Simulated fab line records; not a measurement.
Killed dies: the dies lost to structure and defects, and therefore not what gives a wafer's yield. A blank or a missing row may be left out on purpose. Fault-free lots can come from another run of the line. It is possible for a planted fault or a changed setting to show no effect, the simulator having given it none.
Matching of chambers	flow nand-harc	rie-diel-06 running NHARC_THIN_TSV_DESCUM_35: 4 sister chambers
The step chemistry O2, time 3 s. 8 wafers are shown with their chamber, then 7 later ones without.

EACH WAFER AND ITS CHAMBER
wafer	chamber	oes-product-au (a.u.)	rf-vpp-V (V)
L612.1	3	1.013	56.6
L614.1	2	1.006	58.4
L614.6	0	0.977	57.3
L618.1	3	1.001	56.0
L618.3	1	1.004	58.3
L618.5	0	0.978	56.8
L621.1	2	0.988	59.4
L621.4	1	1.000	56.5

WAFERS MISSING THEIR CHAMBER
wafer	oes-product-au (a.u.)	rf-vpp-V (V)
L621.6	0.997	58.8
L625.1	0.997	59.6
L625.2	1.012	56.5
L625.3	0.997	58.1
L629.3	1.006	56.7
L629.4	1.007	58.1
L629.6	1.007	57.1

THE CHAMBER EACH PASSED THROUGH
wafer	from the rows above	in truth
L621.6	can't be placed: 2 or 1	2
L625.1	can't be placed: 2 or 1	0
L625.2	can't be placed: 3 or 1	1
L625.3	can't be placed: 2 or 1 or 3 or 0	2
L629.3	can't be placed: 3 or 1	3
L629.4	can't be placed: 1 or 2 or 3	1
L629.6	can't be placed: 1 or 3 or 2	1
Correct placement for 0 of the 7. Can't be placed from these rows: 7 (the true chamber is among the candidates in 6). Number placed wrongly: 0.
How it was worked out, from the rows above alone: a wafer's distance from a chamber is the root of the sum, over the readings, of the square of ((its reading less the chamber's mean) divided by the reading's scatter). The wafer belongs to the nearest chamber; if the next one is less than 2 further off, it can't be placed. The mean given for a chamber averages the wafers shown for that chamber. The scatter: the root of (the sum of the squares of (reading less its chamber's mean) over the shown wafers, divided by (wafers less chambers)).
